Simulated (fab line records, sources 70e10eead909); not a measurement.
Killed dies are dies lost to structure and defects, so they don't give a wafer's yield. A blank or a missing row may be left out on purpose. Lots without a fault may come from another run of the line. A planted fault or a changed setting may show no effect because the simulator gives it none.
Chamber matching | flow nand_harc | NHARC_P_M2_CMP_23 on cmp-01: 4 sister chambers
The step polishes, t overpolish 20 s, target thk 144.3 nm. 4 wafers are shown with their chamber, then 8 later ones without.

WAFERS WITH THEIR CHAMBER
wafer  | chamber | motor_current_A (A)
L080.2 | 2       | 13.0
L090.1 | 1       | 14.0
L090.5 | 0       | 11.5
L094.1 | 3       | 11.9

WAFERS WITHOUT THEIR CHAMBER
wafer  | motor_current_A (A)
L094.3 | 13.5
L094.6 | 13.6
L096.1 | 12.1
L096.2 | 13.7
L096.3 | 11.9
L097.1 | 12.4
L097.3 | 11.5
L097.4 | 14.1

WHICH CHAMBER EACH WENT THROUGH
wafer  | from the rows above          | in truth
L094.3 | can't be placed: 1 or 2      | 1
L094.6 | can't be placed: 1 or 2      | 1
L096.1 | can't be placed: 3 or 0      | 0
L096.2 | can't be placed: 1 or 2      | 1
L096.3 | can't be placed: 3 or 0      | 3
L097.1 | can't be placed: 3 or 2 or 0 | 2
L097.3 | can't be placed: 0 or 3      | 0
L097.4 | 1                            | 1
Placed correctly: 1 of 8. Can't be placed from these rows: 7 (the true chamber is among the candidates in 7). Placed wrongly: 0.
How it was worked out, from the rows above alone: a wafer's distance from a chamber is the root of the sum, over the readings, of the square of ((its reading less the chamber's mean) divided by the reading's scatter). The wafer belongs to the nearest chamber; if the next one is less than 2 further off, it can't be placed. A chamber's mean is the mean of its shown wafers. The scatter: with one shown wafer a chamber, the root of the mean of the squares of how far each hidden wafer lies from its nearest shown one.
